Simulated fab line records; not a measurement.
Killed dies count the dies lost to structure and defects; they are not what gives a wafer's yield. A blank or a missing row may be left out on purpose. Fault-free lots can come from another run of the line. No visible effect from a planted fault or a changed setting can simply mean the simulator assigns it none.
Struck lot and sound lot, side by side    flow nand_harc    15 steps out of a route of 1159
Sound: these wafers, L363.3, L363.4, L363.5. Struck: wafer L372.4 (left out: L372.1, L372.2 of the same lot, which were not struck); the cause appears at the end.
Per side, at each step with rows, come the tool, then ch with its chambers, and then its first start. Under that, the readings that differ: sound wafers    struck wafers    difference of the means    sigmas: that difference in standard deviations of wafers without a fault.
alike: a reading whose means differ by less than 2 such deviations, as well as words and numbers matching on both sides. not compared: withheld readings; readings where some wafer has no value; bounds like >300 that might hide an equal value; numbers whose values overlap and for which the record gives no deviation.
The two part at a step that has a row with sigmas, a row that says differs or no value, or rows on one side only. When numbers do not overlap yet have no deviation, they are printed without sigmas and do not part them. Lack of a reading on every wafer of one side parts them only where that side has two or more wafers.

first, 4 steps without rows for these wafers: NHARC_P_M2_EBR_05; NHARC_P_M2_EXPOSE_06 (exposes mask P M2, target cd 170 nm); NHARC_P_M2_PEB_07 (peb time 65 s); NHARC_P_M2_DEVELOP_08 (develop time 35 s).
NHARC_P_M2_CD_MEAS_09: target cd 170 nm.
  sound on cd_sem-03 ch 0, day 6 18:10; struck on cd_sem-03 ch 0, day 8 07:33
  alike: cd_nm
NHARC_P_M2_OVL_MEAS_10: pitch 340 nm.
  sound on overlay-01 at day 6 18:14; struck on overlay-02 at day 8 07:38
  alike: overlay_x_nm, overlay_y_nm
NHARC_P_M2_INSPECT_11:
  sound on defect_inspect-01 at day 6 18:17; struck on defect_inspect-01 at day 8 07:41
reading           sound  struck  difference  sigmas
raw_defect_count  2 2 4  9       +6          +2
NHARC_P_M2_DESCUM_14: chemistry O2, time 3 s.
  sound on rie_diel-05 ch 0,1, day 6 18:22; struck on rie_diel-05 ch 3, day 8 07:44
reading                          sound           struck  difference  sigmas
showerhead_plenum_p_Torr (Torr)  1.84 1.86 1.86  2.03    +0.18       +2
  alike: drypump_motor_current_A, oes_product_au, rf_vpp_V, throttle_valve_pct
  not compared: rf_hours_counter_h
NHARC_P_M2_ETCH_35: etches the open film in N2/H2, target depth 40 nm, overetch 12 nm, time 43.94 s.
  sound on rie_diel-05 ch 0,2,3, day 6 18:27; struck on rie_diel-05 ch 2, day 8 07:50
  alike: bias_w, drypump_motor_current_A, oes_product_au, rf_vpp_V, showerhead_plenum_p_Torr, throttle_valve_pct
  not compared: rf_hours_counter_h
NHARC_P_M2_ETCH_15: etches the open film in C4F8/Ar, target depth 182.5 nm, time 91.2 s.
  sound on rie_diel-05 ch 0,3; struck on rie_diel-05 ch 0
  alike: bias_w, oes_product_au, rf_vpp_V
  not compared: rf_hours_counter_h
NHARC_P_M2_CD_MEAS_16:
  sound on cd_sem-01 at day 6 18:40; struck on cd_sem-02 at day 8 08:03
  alike: cd_nm
NHARC_P_M2_STRIP_18: strips in N2/H2.
  sound on rie_diel-09 ch 2,3, day 6 18:47; struck on rie_diel-09 ch 2, day 8 08:07
  alike: drypump_motor_current_A, oes_product_au, rf_vpp_V, showerhead_plenum_p_Torr, throttle_valve_pct
  not compared: rf_hours_counter_h
NHARC_P_M2_ETCH_28: etches the open film in CF4/N2, target depth 30 nm, time 72.99 s.
  sound on rie_diel-09 ch 1,2, day 6 19:00; struck on rie_diel-09 ch 3, day 8 08:25
reading                 sound                 struck  difference  sigmas
oes_product_au (a.u.)   0.987 1.013 1.010     0.847   -0.156      -13
throttle_valve_pct (%)  19.813 19.788 19.796  19.777  -0.022      -3
  alike: bias_w, drypump_motor_current_A, rf_vpp_V, showerhead_plenum_p_Torr
  not compared: rf_hours_counter_h
then, 1 step without rows for these wafers: NHARC_P_M2_STRIP_19 (strips in post etch residue remover, time 600 s).
-- the record jumps here: 14 days lie between the struck wafers' starts before and after (it left off in module P_M2 and takes up again in module END, whose first step shown is number 1159 of the route) --
NHARC_END_SORT_01:
  sound on prober-02 ch 0, day 19 17:37; struck on prober-02 ch 0, day 22 12:25
  alike: defect_limited_yield, killed_at_array, killed_at_other, killed_at_periphery, killed_dies, killed_open, killed_short, sort_bin_2_pct, sort_bin_3_pct, sort_bin_4_pct, sort_n_pass, sort_rim_yield_pct, sort_yield_pct

WHERE THEY PART
Earliest at NHARC_P_M2_INSPECT_11; latest, in this record, at NHARC_P_M2_ETCH_28. Later steps at which nothing parts them and some readings are alike: NHARC_END_SORT_01.

WHY: what the simulator had put in
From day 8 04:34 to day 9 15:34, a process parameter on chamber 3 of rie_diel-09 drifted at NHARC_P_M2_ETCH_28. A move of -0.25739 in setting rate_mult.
